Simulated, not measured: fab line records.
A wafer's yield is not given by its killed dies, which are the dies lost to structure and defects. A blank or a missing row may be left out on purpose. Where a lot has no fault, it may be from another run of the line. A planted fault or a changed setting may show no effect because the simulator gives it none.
Lot-split experiment | flow n5Finfet | 7 lots, 21 wafers read, on a route of 1938 steps

== SPLIT DETAILS ==
At N5_BEOL_M10_COAT_64 (time 60 s, resist thk 30 nm), the setting spinRpm was moved away from the recipe's 1500 rpm on 7 of the 21 wafers read, by -8.3% to +9.3%. This setting was run at the recipe's value on the other wafers.

== FROM THE SPLIT TO THE READING: what the file shows between them, 4 steps ==
- N5_BEOL_M10_COAT_22: resist thk 90 nm
- N5_BEOL_M10_EBR_24
- N5_BEOL_M10_DESCUM_33: chemistry O2, time 7.9 s
- N5_BEOL_M10_ETCH_65: etches SiARC in CF4, target depth 39 nm, time 65 s

== THE READING ==
SiARC_of_BEOL_M10_COAT_64.thkNm (the simulator's own value, which no gauge read), in nm, at N5_BEOL_M10_ETCH_66 (etches SOC in N2/H2, target depth 120 nm, overetch 24 nm, time 180 s). The file does not state a usual value for it. The 14 wafers here that ran the recipe average 22.7 nm, standard deviation 0.22 nm.

wafer  | tool, chamber at the split | spinRpm as run, rpm | against the recipe | SiARC_of_BEOL_M10_COAT_64.thkNm, nm | against lot-mates on the recipe
L077.1 | lithoTrack-01, 0           | 1500                | recipe             | 22.4                                | -
L077.2 | lithoTrack-01, 0           | 1555                | +3.7%              | 22.4                                | -0.1
L077.3 | lithoTrack-01, 0           | 1500                | recipe             | 22.6                                | -
L079.3 | lithoTrack-01, 0           | 1500                | recipe             | 22.4                                | -
L079.4 | lithoTrack-01, 0           | 1500                | recipe             | 22.8                                | -
L079.6 | lithoTrack-01, 0           | 1500                | recipe             | 23                                  | -
L082.2 | lithoTrack-02, 0           | 1500                | recipe             | 22.4                                | -
L082.3 | lithoTrack-02, 0           | 1500                | recipe             | 23                                  | -
L082.4 | lithoTrack-02, 0           | 1500                | recipe             | 22.4                                | -
L084.1 | lithoTrack-04, 0           | 1500                | recipe             | 22.6                                | -
L084.4 | lithoTrack-04, 0           | 1500                | recipe             | 22.8                                | -
L084.5 | lithoTrack-04, 0           | 1500                | recipe             | 22.6                                | -
L085.1 | lithoTrack-01, 0           | 1590                | +6.0%              | 21.8                                | -0.8
L085.4 | lithoTrack-01, 0           | 1590                | +6.0%              | 21.8                                | -0.8
L085.5 | lithoTrack-01, 0           | 1500                | recipe             | 22.6                                | -
L087.2 | lithoTrack-01, 0           | 1500                | recipe             | 23                                  | -
L087.3 | lithoTrack-01, 0           | 1640                | +9.3%              | 21.4                                | -1.6
L087.4 | lithoTrack-01, 0           | 1640                | +9.3%              | 21                                  | -2.0
L097.3 | lithoTrack-02, 0           | 1376                | -8.3%              | 24.2                                | +1.4
L097.5 | lithoTrack-02, 0           | 1376                | -8.3%              | 23.8                                | +1.0
L097.6 | lithoTrack-02, 0           | 1500                | recipe             | 22.8                                | -

FIT RESULTS
A straight line over all 21 wafers: SiARC_of_BEOL_M10_COAT_64.thkNm changes by -0.155 nm for each +1% of spinRpm; r = -0.95; the points scatter about the line by 0.22 nm.
The same after taking each lot's own level away (the mean of its wafers on the recipe; 21 wafers): -0.16 nm for each +1%; r = -0.95; scatter 0.24 nm.
According to that fit, moving spinRpm by its largest amount changes the reading by 1.5 nm.
Across the lots, their own levels run from 22.50 to 23.00 nm, a range of 2.3 times the standard deviation given above.
The two slopes agree, so the slope changes little with the lot-to-lot level.
Check: with one of the wafers moved furthest among these (+9.3%) left out of the fit, the line predicts -1.46 nm for it against its lot-mates. It came out at -1.6 nm against them.

== THE OTHER SPLITS THESE WAFERS WENT THROUGH ==
Before the reading, these wafers also passed through other splits. Each is held against what the fit with the lots' levels taken away leaves over:
other split on the same wafers | wafers away from the commonest value | r with SiARC_of_BEOL_M10_COAT_64.thkNm (lot level and that fit taken away)
N5_BEOL_M9_DESCUM_16 timeS     | 8                                    | -0.27
N5_BEOL_M10_COAT_63 spinRpm    | 9                                    | -0.05

== THE WHOLE CHAIN: every reading that the file lists as answering this split, in the file's order ==
step                | what it does                                                         | reading                                                                            | change (the file's fit)               | r (the file's)
N5_BEOL_M10_COAT_64 | time 60 s, resist thk 30 nm                                          | SiARC_of_BEOL_M10_COAT_64.thkNm (the simulator's own value, which no gauge read)   | -0.15 nm for each +1% of the setting  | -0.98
N5_BEOL_M10_ETCH_65 | etches SiARC in CF4, target depth 39 nm, time 65 s                   | etch.depthNm (the simulator's own value, which no gauge read)                      | -0.147 nm for each +1% of the setting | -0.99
N5_BEOL_M10_ETCH_65 | etches SiARC in CF4, target depth 39 nm, time 65 s                   | CAR-ArF_of_BEOL_M10_COAT_22.thkNm (the simulator's own value, which no gauge read) | +0.139 nm for each +1% of the setting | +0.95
N5_BEOL_M10_ETCH_66 | etches SOC in N2/H2, target depth 120 nm, overetch 24 nm, time 180 s | SiARC_of_BEOL_M10_COAT_64.thkNm (the simulator's own value, which no gauge read)   | -0.156 nm for each +1% of the setting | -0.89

== FILE'S OWN FIT ==
SiARC_of_BEOL_M10_COAT_64.thkNm changes by -0.156 nm for each +1% of spinRpm, r = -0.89.
